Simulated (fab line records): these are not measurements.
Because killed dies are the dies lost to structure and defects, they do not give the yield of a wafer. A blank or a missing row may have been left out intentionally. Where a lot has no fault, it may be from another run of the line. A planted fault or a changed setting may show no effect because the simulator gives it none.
Split-lot experiment ; flow n5_finfet ; 7 lots, 21 wafers read, on a route of 1938 steps

## SPLIT DETAILS
At N5_BEOL_M7_EXPOSE_08 (exposes mask M7), the setting dose_mj was moved away from the recipe's 68.25 on 9 of the 21 wafers read, by -6.4% to +6.9%. This setting was run at the recipe's value on the other wafers.

## FROM THE SPLIT TO THE READING: what the file shows between them, 15 steps
- N5_BEOL_M7_PEB_09: peb time 60 s
- N5_BEOL_M7_DEVELOP_10: develop time 30 s
- N5_BEOL_M7_CD_MEAS_11: target cd 38.5 nm
- N5_BEOL_M7_DESCUM_16: chemistry O2, time 7.9 s
- N5_BEOL_M7_ETCH_61: etches SiARC in CF4, target depth 45.5 nm, time 75.8 s
- N5_BEOL_M7_ETCH_62: etches SOC in N2/H2, target depth 110 nm, overetch 22 nm, time 165 s
- N5_BEOL_M7_STRIP_68: strips in N2/H2
- N5_BEOL_M7_STRIP_67: strips in CF4
- N5_BEOL_M7_HM_OPEN_17: chemistry Cl2/BCl3, target TiN, target depth 20 nm, overetch 6 nm
- N5_BEOL_M7_STRIP_19: strips in O2 (also split here: pressure_mtorr)
- N5_BEOL_M7_CD_MEAS_18: pitch 80 nm, target cd 40 nm
- N5_BEOL_M7_COAT_63: time 60 s, resist thk 60 nm
- N5_BEOL_M7_COAT_64: time 60 s, resist thk 12 nm
- N5_BEOL_M7_PRECLEAN_42: cleans in residue remover, time 60 s
- N5_BEOL_M7_SRD_43: time 30 s

## THE READING
Shown in nm: cd_nm at N5_BEOL_M7_CD_MEAS_35, with target cd 40 nm. Typical for fault-free wafers on this fab line: 40.2 nm, with standard deviation 0.58 nm.

wafer;tool, chamber at the split;dose_mj as run;against the recipe;cd_nm, nm;against lot-mates on the recipe
L082.1;arfi_scanner-02, 0;68.25;recipe;41.2;-
L082.2;arfi_scanner-02, 0;68.25;recipe;40.3;-
L082.4;arfi_scanner-02, 0;68.25;recipe;41.0;-
L077.2;arfi_scanner-01, 0;68.25;recipe;40.3;-
L077.4;arfi_scanner-01, 0;68.25;recipe;40.7;-
L077.5;arfi_scanner-01, 0;65.82;-3.6%;37.7;-2.8
L083.2;arfi_scanner-02, 0;68.25;recipe;40.2;-
L083.4;arfi_scanner-02, 0;68.25;recipe;40.8;-
L083.5;arfi_scanner-02, 0;68.25;recipe;39.8;-
L086.1;arfi_scanner-02, 0;72.95;+6.9%;42.8;+3.6
L086.3;arfi_scanner-02, 0;68.25;recipe;39.2;-
L086.5;arfi_scanner-02, 0;72.95;+6.9%;43.3;+4.1
L087.1;arfi_scanner-01, 0;69.56;+1.9%;40.8;no lot-mate on the recipe
L087.2;arfi_scanner-01, 0;69.56;+1.9%;41.4;no lot-mate on the recipe
L087.4;arfi_scanner-01, 0;69.56;+1.9%;40.7;no lot-mate on the recipe
L090.2;arfi_scanner-02, 0;63.88;-6.4%;37.5;no lot-mate on the recipe
L090.3;arfi_scanner-02, 0;63.88;-6.4%;36.7;no lot-mate on the recipe
L090.5;arfi_scanner-02, 0;63.88;-6.4%;37.2;no lot-mate on the recipe
L092.1;arfi_scanner-03, 0;68.25;recipe;40.8;-
L092.2;arfi_scanner-03, 0;68.25;recipe;40.5;-
L092.4;arfi_scanner-03, 0;68.25;recipe;40.1;-

FIT RESULTS
A straight line over all 21 wafers: cd_nm changes by +0.462 nm for each +1% of dose_mj; r = +0.95; the points scatter about the line by 0.55 nm.
The same after taking each lot's own level away (the mean of its wafers on the recipe; 15 wafers): +0.593 nm for each +1%; r = +0.97; scatter 0.38 nm.
That fit puts the effect of the largest move of dose_mj on the reading at 4.1 nm.
Across the lots, their own levels run from 39.20 to 40.83 nm, a range of 2.8 times the standard deviation given above.
Thus the slope moves with the lot-to-lot level: the two fits are different.
Check: +4.34 nm against its lot-mates is what the line predicts for one of the wafers moved furthest among these (+6.9%) when that wafer is left out of the fit. It came out at +3.6 nm against them.

## FURTHER SPLITS ON THESE WAFERS
These wafers also went through other splits before the reading. Each is held against what the fit with the lots' levels taken away leaves over:
other split on the same wafers;wafers away from the commonest value;r with cd_nm (lot level and that fit taken away)
N5_BEOL_M7_STRIP_19 pressure_mtorr;15;+0.07

## THE WHOLE CHAIN: every reading that the file lists as answering this split, in the file's order
step;what it does;reading;change (the file's fit);r (the file's)
N5_BEOL_M7_CD_MEAS_11;target cd 38.5 nm;cd_nm;+0.576 nm for each +1% of the setting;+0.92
N5_BEOL_M7_ETCH_61;etches SiARC in CF4, target depth 45.5 nm, time 75.8 s;BEOL_M7.cd_offset_nm (the simulator's own value, which no gauge read);+0.612 nm for each +1% of the setting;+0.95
N5_BEOL_M7_ETCH_62;etches SOC in N2/H2, target depth 110 nm, overetch 22 nm, time 165 s;BEOL_M7.cd_offset_nm (the simulator's own value, which no gauge read);+0.601 nm for each +1% of the setting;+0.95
N5_BEOL_M7_HM_OPEN_17;chemistry Cl2/BCl3, target TiN, target depth 20 nm, overetch 6 nm;BEOL_M7.cd_offset_nm (the simulator's own value, which no gauge read);+0.583 nm for each +1% of the setting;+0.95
N5_BEOL_M7_CD_MEAS_18;pitch 80 nm, target cd 40 nm;cd_nm;+0.615 nm for each +1% of the setting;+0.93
N5_BEOL_M7_CD_MEAS_35;target cd 40 nm;cd_nm;+0.613 nm for each +1% of the setting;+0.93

## THE FILE'S OWN FIT
cd_nm changes by +0.613 nm for each +1% of dose_mj, r = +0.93.
